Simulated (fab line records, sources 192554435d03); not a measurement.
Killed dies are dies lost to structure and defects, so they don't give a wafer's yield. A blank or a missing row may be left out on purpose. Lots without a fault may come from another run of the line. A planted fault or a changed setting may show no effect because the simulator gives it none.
fab line records | flow n5_finfet
record lots=5 wafers=15 last_day=19
route steps=1938 shown BEOL_M4@1099 BEOL_M5@1112 BEOL_M12@1639 PASSIVATION@1936
lots that met no fault: from a run of the same line without faults
start_h: hours from the record's first day to the start of the lot's first wafer shown | wait_h: hours since the lot's step before | " the same as in the row above | L1.1+2: a row that stands for several wafers | - no value, or no start given | * or withheld: withheld | < > ~ a bound
route shown NAME@n: a module of which the file shows steps, and the number in the route of the first | usual: mean/standard deviation of fault-free wafers | same: alike in all rows | chamber/n: place in a boat | sites: the reading at each site | _std_site: their standard deviation | _edge_site: outer sites' mean less inner sites' | radius_mm: how far each site lies from the wafer's centre | mask NAME#n: copy n | behind: the tool/chamber that last shaped the wafer | hold: why the lot was held/for how many hours/how that ended | device: the transistor (n, p or np) that didn't switch | end of line: the same wafers' tests at the end of the route | a step without rows: its recipe alone | killed: dies lost to structure and defects at the first sort, not the wafer's yield | map: a wafer's dies, x killed, . not, _ none there
set.NAME: the setting as run; set.NAME@STEP: as run at that earlier step | model.NAME: the simulator's own value behind a step, which no gauge read
lots at some steps of the route; a table a step, a row a wafer
services: from which hour (start_h, from the record's first day; less than 0 if before it) a tool's chamber was out of use, for how many hours, and why
## steps
# step N5_BEOL_M4_ANNEAL_95
# recipe temp_c=400 time_s=240 ambient=vacuum
# step N5_BEOL_M4_SPUTTER_96
# recipe material=Cu target_thk_a=45 temp_c=-20 chamber_pressure_pa=0.07 power_w=withheld time_s=8.29
# step N5_BEOL_M4_ECD_50
# recipe material=Cu target_thk_a=3000
# step N5_BEOL_M4_ANNEAL_51
# recipe temp_c=225 time_s=90 ambient=N2
# step N5_BEOL_M4_CMP_52
# recipe stop_on=SiOC t_overpolish_s=6.8 down_force_psi=1 platen_rpm=50 clearing_platen_down_force_psi=1.5 clearing_platen_rpm=50 post_cmp_clean=cu_alkaline target_thk_nm=40 clearing_platen_pad_velocity_m_s=0.99484 pad_velocity_m_s=0.99484
# step N5_BEOL_M4_PRE_CLEAN_60
# recipe gas=NH3/H2 time_s=15 temp_c=* rf_power_w=300
# step N5_BEOL_M4_CO_CAP_55
# recipe material=Co target_thk_a=20 temp_c=200 precursor=CCTBA/H2 pressure_torr=30 time_s=102.1
# step N5_BEOL_M4_PRE_CLEAN_56
# recipe gas=NH3 time_s=15 temp_c=withheld rf_power_w=300
# step N5_BEOL_M4_DEP_57
# recipe material=SiCN target_thk_a=80 temp_c=withheld precursor=3MS/NH3 pressure_torr=3 rf_w=202 time_s=14
# step N5_BEOL_M4_RC_MEAS_101
# usual DIBL_N=35.8/2.2 DIBL_P=35.3/2.7 IOFF_N=0.16/0.043 IOFF_P=0.21/0.043 ION_N=676/15 ION_P=463/9.1 SS_N=71.4/0.77 SS_P=73.0/0.79 VT_N=250/4 VT_P=-249.8/2.8
# columns lot.wafer tool chamber start_h wait_h DIBL_N[mV/V] DIBL_P[mV/V] IOFF_N[nA/um] IOFF_P[nA/um] ION_N[uA/um] ION_P[uA/um] SS_N[mV/dec] SS_P[mV/dec] VT_N[mV] VT_P[mV]
L721.1 prober-02 0 231.75 0.0 38.2 36.5 0.17 0.21 680 459 72.0 73.0 249 -250.7
L721.3 " 0 " " 33.6 32.2 0.11 0.16 671 461 70.2 71.8 250 -253.1
L721.6 " 0 " " 38.7 38.1 0.18 0.24 681 468 71.8 73.6 247 -248.2
L730.1 prober-02 0 284.81 0.0 41.8 40.8 0.27 0.31 703 483 72.8 74.1 242 -244.3
L730.2 " 0 " " 32.8 30.6 0.09 0.14 654 451 71.2 71.0 261 -254.0
L730.3 " 0 " " 33.3 32.2 0.09 0.16 625 440 71.4 72.7 261 -253.7
L731.2 prober-02 0 293.61 0.2 37.6 36.9 0.19 0.23 654 448 72.2 73.8 250 -248.7
L731.5 " 0 " " 36.1 36.1 0.15 0.21 677 470 71.7 73.2 250 -247.8
L731.6 " 0 " " 34.4 34.3 0.13 0.19 675 472 70.7 73.2 252 -249.5
L732.3 prober-01 0 294.46 0.3 35.7 35.3 0.15 0.19 662 453 72.0 73.1 249 -250.8
L732.4 " 0 " " 41.0 42.9 0.29 0.33 709 482 73.2 75.2 240 -245.0
L732.6 " 0 " " 36.2 37.7 0.17 0.23 698 475 71.3 73.4 249 -249.8
L734.1 prober-02 0 309.59 0.0 36.3 35.4 0.18 0.20 679 457 71.3 72.6 247 -252.6
L734.2 " 0 " " 36.7 36.1 0.18 0.21 680 462 71.8 72.7 248 -250.3
L734.3 " 0 " " 35.8 34.2 0.15 0.18 686 457 71.9 72.3 254 -252.3
# step N5_BEOL_M5_ILD_DEP_00
# recipe material=SiCOH_lowk target_thk_a=1406.4 temp_c=300 precursor=DEMS/porogen pressure_torr=5 rf_w=500 time_s=25.9
# step N5_BEOL_M5_CURE_79
# recipe temp_c=385 time_s=240 ambient=He/Ar material=SiCOH_lowk
# step N5_BEOL_M5_PECVD_70
# recipe material=SiO2 target_thk_a=160 temp_c=400 precursor=TEOS/O2 pressure_torr=5.5 rf_w=450 teos_flow_sccm=53.8 gas=O2 flow_sccm=3000 time_s=18
# step N5_BEOL_M5_HM_DEP_02
# recipe material=TiN target_thk_a=200 temp_c=25 chamber_pressure_pa=0.49996
# step N5_BEOL_M5_COAT_59
# recipe resist=SOC temp_c=250 time_s=60 spin_rpm=1500 resist_thk_nm=60
# step N5_BEOL_M5_COAT_60
# recipe resist=SiARC temp_c=220 time_s=60 spin_rpm=1500 resist_thk_nm=12
# step N5_BEOL_M5_COAT_71
# recipe resist=underlayer temp_c=205 time_s=60 spin_rpm=1500 resist_thk_nm=5
# step N5_BEOL_M5_COAT_05
# recipe resist=CAR-EUV spin_rpm=1500 resist_thk_nm=30
# step N5_BEOL_M5_EBR_07
# recipe solvent=PGMEA ebr_width_mm=1.5
# step N5_BEOL_M5_SOFTBAKE_06
# recipe temp_c=110 time_s=60 resist=CAR-EUV
# step N5_BEOL_M5_EXPOSE_08
# recipe mask_id=M5 na=0.33 source_shape=annular sigma_inner=0.4 sigma_outer=0.8 polarization=unpolarized target_cd_nm=28 dose_mj=35.75
# step N5_BEOL_M5_PEB_09
# recipe peb_temp_c=100 peb_time_s=60 resist=CAR-EUV
# step N5_BEOL_M5_DEVELOP_10
# recipe develop_time_s=30 developer=TMAH resist=CAR-EUV rinse_liquid=surfactant_rinse dry=air_spin dev_temp_c=23
# step N5_BEOL_M5_DESCUM_16
# recipe chemistry=O2 time_s=7 source_power_w=50 bias_power_w=20 pressure_mtorr=20 rf_frequency_hz=2.712e+07 temp_c=40 resist=CAR-EUV o2_flow_sccm=225
# step N5_BEOL_M5_ETCH_72
# recipe chemistry=N2/H2 target=underlayer target_depth_a=65 mask_material=CAR-EUV time_s=5.2 ion_energy_ev=200 pressure_mtorr=30 source_w=840 bias_w=150 n2_flow_sccm=200 h2_flow_sccm=200 ends=cleared
# step N5_BEOL_M5_ETCH_61
# recipe chemistry=CF4 target=SiARC target_depth_a=156 mask_material=CAR-EUV time_s=26 ion_energy_ev=80 pressure_mtorr=40 source_w=545 bias_w=36 Ar_flow_sccm=100 cf4_flow_sccm=100 ends=cleared
# step N5_BEOL_M5_ETCH_62
# recipe chemistry=N2/H2 target=SOC target_depth_a=750 overetch_a=150 mask_material=SiARC temp_c=40 time_s=112.5 ion_energy_ev=200 pressure_mtorr=30 source_w=840 bias_w=150 n2_flow_sccm=200 h2_flow_sccm=200
# step N5_BEOL_M5_STRIP_63
# recipe chemistry=N2/H2 temp_c=40 n2_flow_sccm=200 h2_flow_sccm=200 rf_frequency_hz=6e+07
# step N5_BEOL_M5_STRIP_73
# recipe chemistry=N2/H2 temp_c=40 n2_flow_sccm=200 h2_flow_sccm=200 rf_frequency_hz=6e+07
# step N5_BEOL_M5_STRIP_64
# recipe chemistry=CF4 resist=SiARC power_w=300 bias_power_w=75 pressure_mtorr=50 cf4_flow_sccm=150 rf_frequency_hz=6e+07
# step N5_BEOL_M5_HM_OPEN_17
# recipe chemistry=Cl2/BCl3 target_depth_a=200 overetch_a=60 target=TiN mask_material=SOC ion_energy_ev=150 pressure_mtorr=10 icp_w=1000 bias_w=126 Cl2_flow_sccm=53.25 bcl3_flow_sccm=21.75 Ar_flow_sccm=25
# step N5_BEOL_M5_STRIP_19
# recipe chemistry=O2 power_w=400 temp_c=40 pressure_mtorr=30 rf_frequency_hz=6e+07 bias_power_w=0 overash_fraction=0.2 o2_flow_sccm=225
# step N5_BEOL_M5_COAT_65
# recipe resist=SOC temp_c=250 time_s=60 spin_rpm=1500 resist_thk_nm=60
# step N5_BEOL_M5_COAT_66
# recipe resist=SiARC temp_c=220 time_s=60 spin_rpm=1500 resist_thk_nm=12
# step N5_BEOL_M12_TRENCH_ETCH_34
# recipe chemistry=C4F8/O2/Ar target=SiOC target_depth_a=3189.5 mask_material=SOC pressure_mtorr=30 source_w=3000 bias_w=700 Ar_flow_sccm=400 C4F8_flow_sccm=15 O2_flow_sccm=8 he_inner_torr=15 he_outer_torr=30 time_s=125.5 ion_energy_ev=250
# usual C4F8_flow_sccm=14.99/0.04 O2_flow_sccm=7.997/0.025 drypump_motor_current_A=5.5/0.45 oes_product_au=0.78/0.07 rf_vpp_V=666/3.2 showerhead_plenum_p_Torr=3.42/0.11 throttle_valve_pct=24.21/0.22
# columns lot.wafer tool chamber start_h wait_h C4F8_flow_sccm O2_flow_sccm drypump_motor_current_A oes_product_au rf_hours_counter_h rf_vpp_V showerhead_plenum_p_Torr throttle_valve_pct model.SiARC_of_BEOL_M12_COAT_66.thk_nm
L721.1 rie_diel-04 1 301.79 0.0 14.99 8.000 5.8 0.76 160 665 3.47 24.43 0
L721.3 " 2 " " 14.99 8.028 4.8 0.83 65 668 3.48 24.43 0
L721.6 " 2 " " 15.01 7.975 4.8 0.83 - 666 3.48 24.45 0
L730.1 rie_diel-01 2 358.14 0.0 - - - - - - - - 86.6
L730.2 " 3 " " - - - - - - - - 86.4
L730.3 " 0 " " - - - - - - - - 85.2
L732.3 rie_diel-04 3 369.21 0.0 - - - - - - - - 84.8
L732.4 " 2 " " - - - - - - - - 85.2
L732.6 " 2 " " - - - - - - - - 84.8
L731.2 rie_diel-04 1 369.70 0.0 - - - - - - - - 85.4
L731.5 " 2 " " - - - - - - - - 85.4
L731.6 " 3 " " - - - - - - - - 85.6
L734.1 rie_diel-01 1 391.11 0.0 14.99 8.020 5.8 0.74 170 661 3.30 24.17 0
L734.2 " 3 " " 15.04 8.025 5.5 0.69 204 662 3.28 24.54 0
L734.3 " 0 " " 15.00 7.986 6.3 0.70 201 662 3.23 24.24 0
# step N5_BEOL_M12_OCD_MEAS_35
# usual trench_depth_nm=321/5.4
# columns lot.wafer tool chamber start_h wait_h trench_depth_nm
L721.1 ocd-02 - 301.95 0.0 321
L721.3 " - " " 321
L721.6 " - " " 318
L730.1 ocd-01 - 358.30 0.0 0
L730.2 " - " " 0
L730.3 " - " " 0
L732.3 ocd-01 - 369.37 0.0 0
L732.4 " - " " 0
L732.6 " - " " 0
L731.2 ocd-01 - 369.85 0.0 1
L731.5 " - " " 0
L731.6 " - " " 0
L734.1 ocd-01 - 391.26 0.0 319
L734.2 " - " " 312
L734.3 " - " " 320
# step N5_BEOL_M12_CMP_49
# recipe stop_on=SiOC t_overpolish_s=20.6 down_force_psi=1 platen_rpm=50 clearing_platen_down_force_psi=1.5 clearing_platen_rpm=50 post_cmp_clean=cu_alkaline target_thk_nm=320 clearing_platen_pad_velocity_m_s=0.99484 pad_velocity_m_s=0.99484
# usual barrier_field_endpoint_s=30.3/1.1 motor_current_A=6.2/0.61 overpolish_run_s=20.601/0.0087 slurry_filter_dp_kPa=13.49/0.13
# columns lot.wafer tool chamber start_h wait_h barrier_field_endpoint_s motor_current_A overpolish_run_s slurry_filter_dp_kPa model.Cu_of_BEOL_M12_ECD_47.thk_nm
L721.3 cmp-03 0 307.12 0.2 30.7 5.6 20.594 13.28 321.8
L721.1 " 1 " " 29.0 5.6 20.613 13.56 320.2
L721.6 " 1 " " 28.6 5.4 20.598 13.59 316
L730.2 cmp-01 0 362.46 0.2 31.4 6.4 20.602 13.35 3
L730.1 " 2 " " 31.9 6.8 20.608 13.59 2.2
L730.3 " 3 " " 29.1 5.3 20.595 13.56 0
L732.4 cmp-03 1 375.52 0.1 29.2 5.4 20.587 13.63 0
L732.3 " 2 " " 31.3 6.1 20.602 13.37 0.4
L732.6 " 2 " " 31.7 5.9 20.610 13.60 1
L731.2 cmp-03 1 379.72 0.2 29.8 5.6 20.610 13.59 0
L731.5 " 0 " " 30.4 5.3 20.592 13.67 0
L731.6 " 1 " " 28.7 5.5 20.583 13.67 0
L734.1 cmp-03 3 394.43 0.3 31.1 7.0 20.604 13.58 322
L734.2 " 0 " " 30.8 5.3 20.605 13.42 313.2
L734.3 " 2 " " 31.3 6.0 20.610 13.49 321.2
# step N5_PASSIVATION_PROBE_49
# usual defect_limited_yield=91.1/1.4 killed_at_M0_to_M3=34/11 killed_at_M4_up=14/5.6 killed_at_contacts=13/5.9 killed_at_front_end=40/11 killed_at_other=4/3.1 killed_dies=105/16 killed_on_rim=14/4.2 killed_open=68/11 killed_short=34/8.4 sort_bin_5_function=5.2/0.86 sort_bin_6_memory=3.2/0.7 sort_n_pass=1074/21 sort_yield_pct=91.0/1.8
# same gross_dies=1180 killed_at_back_side=0 sort_bin_4_leakage[%]=0 sort_bin_8_speed[%]=0
# columns lot.wafer tool chamber start_h wait_h defect_limited_yield[%] killed_at_M0_to_M3 killed_at_M4_up killed_at_contacts killed_at_front_end killed_at_other killed_dies killed_on_rim killed_open killed_short sort_bin_5_function[%] sort_bin_6_memory[%] sort_n_pass sort_yield_pct[%]
L721.1 prober-02 - 344.63 0.5 92.5 36 22 11 18 2 89 8 70 18 4.3 2.9 1091 92.5
L721.3 prober-02 - 344.73 0.6 90.0 53 21 9 32 3 118 18 56 61 6.2 3.4 1062 90.0
L721.6 prober-02 - 344.88 0.8 90.8 43 19 16 27 4 109 17 77 27 5.6 3.5 1071 90.8
L730.1 prober-01 - 402.73 0.0 0 33 1088 13 42 4 1180 152 74 28 95.9 3.5 0 0
L730.2 prober-01 - 402.78 0.1 0 26 1109 10 25 10 1180 152 45 32 96.9 2.9 0 0
L730.3 prober-01 - 402.83 0.1 0 33 1097 5 38 7 1180 152 64 35 96.9 2.9 0 0
L732.3 prober-02 - 412.88 0.1 0 51 1078 22 29 0 1180 152 82 29 96.4 3.3 0 0
L732.4 prober-02 - 412.93 0.2 0 35 1108 10 26 1 1180 152 49 33 97.9 1.8 0 0
L732.6 prober-02 - 413.03 0.3 0 64 1046 18 50 2 1180 152 83 63 93.6 5.8 0 0
L734.1 prober-02 - 429.93 1.4 89.9 29 15 19 53 3 119 20 79 32 5.0 4.2 1061 89.9
L734.2 prober-02 - 429.98 1.5 92.5 28 18 15 26 1 88 10 63 23 5.1 1.9 1092 92.5
L734.3 prober-02 - 430.03 1.5 92.3 29 26 9 21 6 91 8 60 29 4.5 3.1 1089 92.3
L731.2 prober-02 - 464.43 0.1 0 35 1087 10 43 5 1180 152 71 33 95.8 3.1 0 0
L731.5 prober-02 - 464.58 0.2 0 38 1087 4 48 3 1180 152 76 32 97.0 2.8 0 0
L731.6 prober-02 - 464.63 0.3 0 42 1081 7 48 2 1180 152 72 31 95.6 3.4 0 0
# killed by level:class
L721.1 BEOL_M4:geometric_particle:open=14 BEOL_M0_SAQP:geometric_particle:open=11 MOL_CONTACT_COAG:geometric_particle:open=10 BEOL_M2:geometric_particle:open=6 BEOL_M0:geometric_particle:open=5 BEOL_M1:geometric_particle:open=5 FIN_SAQP:geometric_particle:open=4 BEOL_M0_SAQP:geometric_particle:short=4
L721.3 BEOL_M0_SAQP:geometric_particle:short=23 BEOL_M0_SAQP:geometric_particle:open=12 BEOL_M2:geometric_particle:short=8 STI_FIN_REVEAL:geometric_particle:open=8 BEOL_M4:geometric_particle:open=7 MOL_CONTACT_COAG:geometric_particle:open=6 FIN_SAQP:geometric_particle:short=5 BEOL_M1:geometric_particle:open=4
L721.6 MOL_CONTACT_COAG:geometric_particle:open=14 BEOL_M0_SAQP:geometric_particle:open=11 BEOL_M0_SAQP:geometric_particle:short=10 BEOL_M2:geometric_particle:open=8 STARTING-WAFER:geometric_particle:open=6 BEOL_M1:geometric_particle:open=6 STI_FIN_REVEAL:geometric_particle:open=5 BEOL_M3:geometric_particle:open=5
L730.1 BEOL_M12:area_etch=1073 FIN_SAQP:geometric_particle:open=12 MOL_CONTACT_COAG:geometric_particle:open=11 BEOL_M0_SAQP:geometric_particle:open=11 FIN_SAQP:geometric_particle:short=6 BEOL_M0_SAQP:geometric_particle:short=6 BEOL_M1:geometric_particle:open=6 BEOL_M7:geometric_particle:open=5
L730.2 BEOL_M12:area_etch=1103 BEOL_M0_SAQP:geometric_particle:short=9 MOL_CONTACT_COAG:geometric_particle:open=8 BEOL_M0_SAQP:geometric_particle:open=8 FIN_SAQP:geometric_particle:short=7 FIN_SAQP:geometric_particle:open=6 BEOL_M3:geometric_particle:open=5 MIM_TOP_ETCH:geometric_particle:short=4
L730.3 BEOL_M12:area_etch=1081 FIN_SAQP:geometric_particle:short=16 BEOL_M0_SAQP:geometric_particle:open=9 BEOL_M1:geometric_particle:open=9 FIN_SAQP:geometric_particle:open=7 BEOL_M0_SAQP:geometric_particle:short=7 BEOL_M4:geometric_particle:open=6 BEOL_M7:geometric_particle:open=6
L732.3 BEOL_M12:area_etch=1069 BEOL_M3:geometric_particle:open=17 MOL_CONTACT_COAG:geometric_particle:open=16 BEOL_M0_SAQP:geometric_particle:open=11 BEOL_M0_SAQP:geometric_particle:short=8 FIN_SAQP:geometric_particle:open=7 MOL_CONTACT_COAG:geometric_particle:short=6 BEOL_M1:geometric_particle:open=6
L732.4 BEOL_M12:area_etch=1098 BEOL_M0_SAQP:geometric_particle:open=10 MOL_CONTACT_COAG:geometric_particle:open=8 BEOL_M2:geometric_particle:open=7 FIN_SAQP:geometric_particle:short=5 BEOL_M2:geometric_particle:short=5 BEOL_M3:geometric_particle:open=5 STARTING-WAFER:geometric_particle:short=4
L732.6 BEOL_M12:area_etch=1032 BEOL_M0_SAQP:geometric_particle:short=24 BEOL_M0_SAQP:geometric_particle:open=16 MOL_CONTACT_COAG:geometric_particle:open=15 GATE_CUT:geometric_particle:short=9 BEOL_M3:geometric_particle:open=8 FIN_SAQP:geometric_particle:short=7 DUMMY_GATE:geometric_particle:open=6
L734.1 MOL_CONTACT_COAG:geometric_particle:open=16 FIN_SAQP:geometric_particle:open=15 STI_FIN_REVEAL:geometric_particle:open=11 BEOL_M4:geometric_particle:open=8 BEOL_M0_SAQP:geometric_particle:short=7 HKMG_FIN:area_etch=7 BEOL_M0_SAQP:geometric_particle:open=6 FIN_SAQP:geometric_particle:short=5
L734.2 MOL_CONTACT_COAG:geometric_particle:open=11 BEOL_M0_SAQP:geometric_particle:short=11 BEOL_M4:geometric_particle:open=8 FIN_SAQP:geometric_particle:open=5 STARTING-WAFER:geometric_particle:open=5 STI_FIN_REVEAL:geometric_particle:open=4 MOL_CONTACT_COAG:geometric_particle:short=4 BEOL_M1:geometric_particle:open=4
L734.3 MOL_CONTACT_COAG:geometric_particle:open=9 BEOL_M0_SAQP:geometric_particle:open=8 BEOL_M4:geometric_particle:open=8 BEOL_M0_SAQP:geometric_particle:short=7 BEOL_M4:geometric_particle:short=5 ILD0:geometric_particle:short=4 BEOL_M5:geometric_particle:open=4 BEOL_M3:geometric_particle:open=4
L731.2 BEOL_M12:area_etch=1069 BEOL_M2:geometric_particle:open=9 BEOL_M3:geometric_particle:open=9 FIN_SAQP:geometric_particle:open=8 MOL_CONTACT_COAG:geometric_particle:open=8 HKMG_FIN:area_etch=7 BEOL_M4:geometric_particle:open=6 DUMMY_GATE:geometric_particle:open=5
L731.5 BEOL_M12:area_etch=1072 BEOL_M3:geometric_particle:open=12 STI_FIN_REVEAL:geometric_particle:open=10 FIN_SAQP:geometric_particle:open=9 DUMMY_GATE:geometric_particle:open=7 BEOL_M0_SAQP:geometric_particle:open=7 BEOL_M4:geometric_particle:open=6 BEOL_M0_SAQP:geometric_particle:short=5
L731.6 BEOL_M12:area_etch=1066 BEOL_M0_SAQP:geometric_particle:open=11 HKMG_FIN:area_etch=11 FIN_SAQP:geometric_particle:open=9 BEOL_M3:geometric_particle:open=8 ILD0:geometric_particle:open=7 STI_FIN_REVEAL:geometric_particle:open=6 MOL_CONTACT_COAG:geometric_particle:open=6
# map L730.1 (x killed, . not)
_________________xxxxxxxxxxxx________________
______________xxxxxxxxxxxxxxxxxx_____________
___________xxxxxxxxxxxxxxxxxxxxxxxx__________
__________xxxxxxxxxxxxxxxxxxxxxxxxxx_________
________xxxxxxxxxxxxxxxxxxxxxxxxxxxxxx_______
_______xxxxxxxxxxxxxxxxxxxxxxxxxxxxxxxx______
______xxxxxxxxxxxxxxxxxxxxxxxxxxxxxxxxxx_____
_____xxxxxxxxxxxxxxxxxxxxxxxxxxxxxxxxxxxx____
____xxxxxxxxxxxxxxxxxxxxxxxxxxxxxxxxxxxxxx___
___xxxxxxxxxxxxxxxxxxxxxxxxxxxxxxxxxxxxxxxx__
___xxxxxxxxxxxxxxxxxxxxxxxxxxxxxxxxxxxxxxxx__
__xxxxxxxxxxxxxxxxxxxxxxxxxxxxxxxxxxxxxxxxxx_
__xxxxxxxxxxxxxxxxxxxxxxxxxxxxxxxxxxxxxxxxxx_
_xxxxxxxxxxxxxxxxxxxxxxxxxxxxxxxxxxxxxxxxxxxx
_xxxxxxxxxxxxxxxxxxxxxxxxxxxxxxxxxxxxxxxxxxxx
_xxxxxxxxxxxxxxxxxxxxxxxxxxxxxxxxxxxxxxxxxxxx
_xxxxxxxxxxxxxxxxxxxxxxxxxxxxxxxxxxxxxxxxxxxx
_xxxxxxxxxxxxxxxxxxxxxxxxxxxxxxxxxxxxxxxxxxxx
_xxxxxxxxxxxxxxxxxxxxxxxxxxxxxxxxxxxxxxxxxxxx
_xxxxxxxxxxxxxxxxxxxxxxxxxxxxxxxxxxxxxxxxxxxx
_xxxxxxxxxxxxxxxxxxxxxxxxxxxxxxxxxxxxxxxxxxxx
__xxxxxxxxxxxxxxxxxxxxxxxxxxxxxxxxxxxxxxxxxx_
__xxxxxxxxxxxxxxxxxxxxxxxxxxxxxxxxxxxxxxxxxx_
___xxxxxxxxxxxxxxxxxxxxxxxxxxxxxxxxxxxxxxxx__
___xxxxxxxxxxxxxxxxxxxxxxxxxxxxxxxxxxxxxxxx__
____xxxxxxxxxxxxxxxxxxxxxxxxxxxxxxxxxxxxxx___
_____xxxxxxxxxxxxxxxxxxxxxxxxxxxxxxxxxxxx____
______xxxxxxxxxxxxxxxxxxxxxxxxxxxxxxxxxx_____
_______xxxxxxxxxxxxxxxxxxxxxxxxxxxxxxxx______
________xxxxxxxxxxxxxxxxxxxxxxxxxxxxxx_______
__________xxxxxxxxxxxxxxxxxxxxxxxxxx_________
___________xxxxxxxxxxxxxxxxxxxxxxxx__________
______________xxxxxxxxxxxxxxxxxx_____________
_________________xxxxxxxxxxxx________________
# map L731.2 (x killed, . not)
_________________xxxxxxxxxxxx________________
______________xxxxxxxxxxxxxxxxxx_____________
___________xxxxxxxxxxxxxxxxxxxxxxxx__________
__________xxxxxxxxxxxxxxxxxxxxxxxxxx_________
________xxxxxxxxxxxxxxxxxxxxxxxxxxxxxx_______
_______xxxxxxxxxxxxxxxxxxxxxxxxxxxxxxxx______
______xxxxxxxxxxxxxxxxxxxxxxxxxxxxxxxxxx_____
_____xxxxxxxxxxxxxxxxxxxxxxxxxxxxxxxxxxxx____
____xxxxxxxxxxxxxxxxxxxxxxxxxxxxxxxxxxxxxx___
___xxxxxxxxxxxxxxxxxxxxxxxxxxxxxxxxxxxxxxxx__
___xxxxxxxxxxxxxxxxxxxxxxxxxxxxxxxxxxxxxxxx__
__xxxxxxxxxxxxxxxxxxxxxxxxxxxxxxxxxxxxxxxxxx_
__xxxxxxxxxxxxxxxxxxxxxxxxxxxxxxxxxxxxxxxxxx_
_xxxxxxxxxxxxxxxxxxxxxxxxxxxxxxxxxxxxxxxxxxxx
_xxxxxxxxxxxxxxxxxxxxxxxxxxxxxxxxxxxxxxxxxxxx
_xxxxxxxxxxxxxxxxxxxxxxxxxxxxxxxxxxxxxxxxxxxx
_xxxxxxxxxxxxxxxxxxxxxxxxxxxxxxxxxxxxxxxxxxxx
_xxxxxxxxxxxxxxxxxxxxxxxxxxxxxxxxxxxxxxxxxxxx
_xxxxxxxxxxxxxxxxxxxxxxxxxxxxxxxxxxxxxxxxxxxx
_xxxxxxxxxxxxxxxxxxxxxxxxxxxxxxxxxxxxxxxxxxxx
_xxxxxxxxxxxxxxxxxxxxxxxxxxxxxxxxxxxxxxxxxxxx
__xxxxxxxxxxxxxxxxxxxxxxxxxxxxxxxxxxxxxxxxxx_
__xxxxxxxxxxxxxxxxxxxxxxxxxxxxxxxxxxxxxxxxxx_
___xxxxxxxxxxxxxxxxxxxxxxxxxxxxxxxxxxxxxxxx__
___xxxxxxxxxxxxxxxxxxxxxxxxxxxxxxxxxxxxxxxx__
____xxxxxxxxxxxxxxxxxxxxxxxxxxxxxxxxxxxxxx___
_____xxxxxxxxxxxxxxxxxxxxxxxxxxxxxxxxxxxx____
______xxxxxxxxxxxxxxxxxxxxxxxxxxxxxxxxxx_____
_______xxxxxxxxxxxxxxxxxxxxxxxxxxxxxxxx______
________xxxxxxxxxxxxxxxxxxxxxxxxxxxxxx_______
__________xxxxxxxxxxxxxxxxxxxxxxxxxx_________
___________xxxxxxxxxxxxxxxxxxxxxxxx__________
______________xxxxxxxxxxxxxxxxxx_____________
_________________xxxxxxxxxxxx________________
## services
# columns tool chamber start_h hours kind
cmp-03 - 294.10 1.2 repair
cmp-03 - 300.72 0.5 repair
rie_diel-04 1 304.65 10.7 repair
rie_diel-04 3 315.41 - clean
rie_diel-04 3 315.41 - consumable_replace:focus_ring
cmp-01 - 317.11 1.4 repair
cmp-03 - 331.59 4.0 pm
cmp-03 - 335.59 - consumable_replace:conditioner
cmp-03 - 335.59 - consumable_replace:pad
rie_diel-04 - 344.56 3.4 repair
rie_diel-04 0 361.76 5.4 repair
rie_diel-04 2 370.83 6.1 repair
## key
first_sign step=N5_BEOL_M12_TRENCH_ETCH_34 reading=tool_record direction=missing
effect step=N5_BEOL_M12_OCD_MEAS_35 reading=trench_depth_nm direction=down sigmas=59 usual=321 struck=0
effect step=N5_PASSIVATION_PROBE_49 reading=killed_at_M4_up direction=up sigmas=99+ usual=14 struck=1087
model_effect step=N5_BEOL_M12_TRENCH_ETCH_34 value=SiARC_of_BEOL_M12_COAT_66.thk_nm without=0 struck=85.49
model_effect step=N5_BEOL_M12_CMP_49 value=Cu_of_BEOL_M12_ECD_47.thk_nm without=325.2 struck=0.7333
more_kills_born_at N5_BEOL_M12_TRENCH_ETCH_34@rie_diel-04=6406 N5_BEOL_M12_TRENCH_ETCH_34@rie_diel-01=3257
met_at N5_BEOL_M12_TRENCH_ETCH_34
struck_wafers L730.1,L730.2,L730.3,L731.2,L731.5,L731.6,L732.3,L732.4,L732.6
later_rows_left_out L730.1,L730.2,L730.3,L731.2,L731.5,L731.6,L732.3,L732.4,L732.6
onset_between 301.79 358.14
fault kind=skipped_step_whole tool=rie_diel-01,rie_diel-04 chamber=- onset_h=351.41 steps=N5_BEOL_M12_TRENCH_ETCH_34 scope=struck_lots_only
# later_rows_left_out: the simulator's readings of these wafers behind a module that went badly wrong aren't trusted and aren't shown, but for the sort
